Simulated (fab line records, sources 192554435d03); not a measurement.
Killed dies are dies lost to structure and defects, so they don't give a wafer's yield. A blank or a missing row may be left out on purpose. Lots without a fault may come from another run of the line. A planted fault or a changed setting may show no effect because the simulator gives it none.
Problem report in the 8D (eight disciplines) form, filled by code | flow n5_finfet | the parts of the form that need people (team, actions taken, sign-off) are left out

1. THE PROBLEM
VT_N_LONG at N5_BEOL_M4_RC_MEAS_101 reads a mean of 325.5 mV on 3 wafers of 2 lots; wafers without a fault read 275.3 mV with a standard deviation of 1.8. That is +28 standard deviations from the usual mean.
First seen on wafer L862.5, day 12 17:26, on prober-01. The record holds 24 wafers of 8 lots with a number at this step. Rule for "out", or "out of limits": more than 4 standard deviations from the usual mean. The other wafers with a number count as sound.

2. WHAT IT IS AND WHAT IT IS NOT
question                    | is                                                                            | is not
which readings at this step | VT_N_LONG, IOFF_N, IOFF_N_85C, IOFF_N_LIN, IOFF_N_LONG, ION_N, VT_N, VT_N_LVT | DIBL_N, DIBL_P, SS_N, SS_P
which lots                  | L862, L863                                                                    | L846, L848, L851, L852, L856, L857
which wafers of those lots  | L862.5, L863.3, L863.5                                                        | L862.1, L862.4, L863.6
read on which gauges        | prober-01                                                                     | prober-02
when                        | from day 12 17:26                                                             | up to then (20 sound wafers); but 1 sound wafer of L863 came after

3. SUSPECTS, AND WHAT RULES EACH OUT
Counting: a tool at a process step up to the reading stays a suspect if it ran every lot that is out. Sound lots after the first of them don't rule it out here, since some wafers of a struck lot are sound.
- the gauge at N5_BEOL_M4_RC_MEAS_101: kept. All the wafers that are out were read on prober-01, and no step on other tools shows them out.
- ald_metal-01 at N5_HKMG_FIN_NWFM_ALD_20 (deposits TiAlC, target thk 2 nm, pulse time 3 s, purge time 2 s): kept. It ran every lot that is out, first L862 (day 8 02:32); its last sound lot up to then is L852 (day 5 18:39).
Left after counting: ald_metal-01 at N5_HKMG_FIN_NWFM_ALD_20, prober-01 at N5_BEOL_M4_RC_MEAS_101.

4. THE CAUSE (what the simulator had put in)
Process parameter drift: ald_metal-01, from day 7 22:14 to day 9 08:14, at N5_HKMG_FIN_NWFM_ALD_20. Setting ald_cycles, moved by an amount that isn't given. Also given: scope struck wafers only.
Counting left 2 suspects, and this tool is among them.

5. THE CHAIN OF EFFECTS, in route order
Each row: a reading whose mean over the struck wafers that have a number lies more than 3 standard deviations from the usual. Only readings for which the record gives a usual standard deviation are gone through. hours: the time from each lot's start at the first step in this table that gives one to its start at this step, as a median over the lots. sigmas: the change in usual standard deviations.
hours | step                    | reading          | usual          | on struck wafers | change    | sigmas
0     | N5_BEOL_M4_RC_MEAS_101  | IOFF_N           | 0.17 nA/um     | 0.03             | -0.14     | -4.3
0     | N5_BEOL_M4_RC_MEAS_101  | IOFF_N_85C       | 3.3 nA/um      | 0.7              | -2.6      | -5.0
0     | N5_BEOL_M4_RC_MEAS_101  | IOFF_N_LIN       | 0.078 nA/um    | 0.012            | -0.066    | -5.5
0     | N5_BEOL_M4_RC_MEAS_101  | IOFF_N_LONG      | 5.47e-05 nA/um | 2.49e-05         | -2.98e-05 | -11
0     | N5_BEOL_M4_RC_MEAS_101  | IOFF_P_LIN       | 0.100 nA/um    | 0.142            | +0.042    | +3.0
0     | N5_BEOL_M4_RC_MEAS_101  | IOFF_P_LONG      | 0.000102 nA/um | 0.000152         | +0.000050 | +5.0
0     | N5_BEOL_M4_RC_MEAS_101  | ION_N            | 680 uA/um      | 568              | -112      | -10
0     | N5_BEOL_M4_RC_MEAS_101  | VT_N             | 248.9 mV       | 299.6            | +50.7     | +17
0     | N5_BEOL_M4_RC_MEAS_101  | VT_N_LONG        | 275.3 mV       | 325.5            | +50.2     | +28
0     | N5_BEOL_M4_RC_MEAS_101  | VT_N_LVT         | 97 mV          | 150              | +53       | +18
0     | N5_BEOL_M4_RC_MEAS_101  | VT_P             | -251 mV        | -239             | +12       | +3.2
0     | N5_BEOL_M4_RC_MEAS_101  | VT_P_LONG        | -277 mV        | -263             | +14       | +4.0
0     | N5_BEOL_M4_RC_MEAS_101  | VT_P_LVT         | -99 mV         | -88              | +11       | +3.5
112   | N5_PASSIVATION_PROBE_49 | sort_bin_8_speed | 0.00 %         | 90.79            | +90.79    | +99 or more
112   | N5_PASSIVATION_PROBE_49 | sort_n_pass      | 1082           | 0                | -1082     | -60
112   | N5_PASSIVATION_PROBE_49 | sort_yield_pct   | 91.7 %         | 0.0              | -91.7     | -61
The process steps in it:
- N5_PASSIVATION_PROBE_49

6. WHAT WOULD HAVE CAUGHT IT SOONER
In this record the first reading out of limits at a measuring or inspecting step was taken at day 12 17:26, 115 hours after the fault began at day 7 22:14.
Of the tool readings at N5_HKMG_FIN_NWFM_ALD_20 for which the record gives a usual standard deviation, none was out on any struck wafer, so an alarm limit of 4 standard deviations on them would not have fired.
All the lots that are out (2) had begun N5_HKMG_FIN_NWFM_ALD_20 on ald_metal-01 by day 12 17:26. A hold on the tool at that time would have spared none of them.
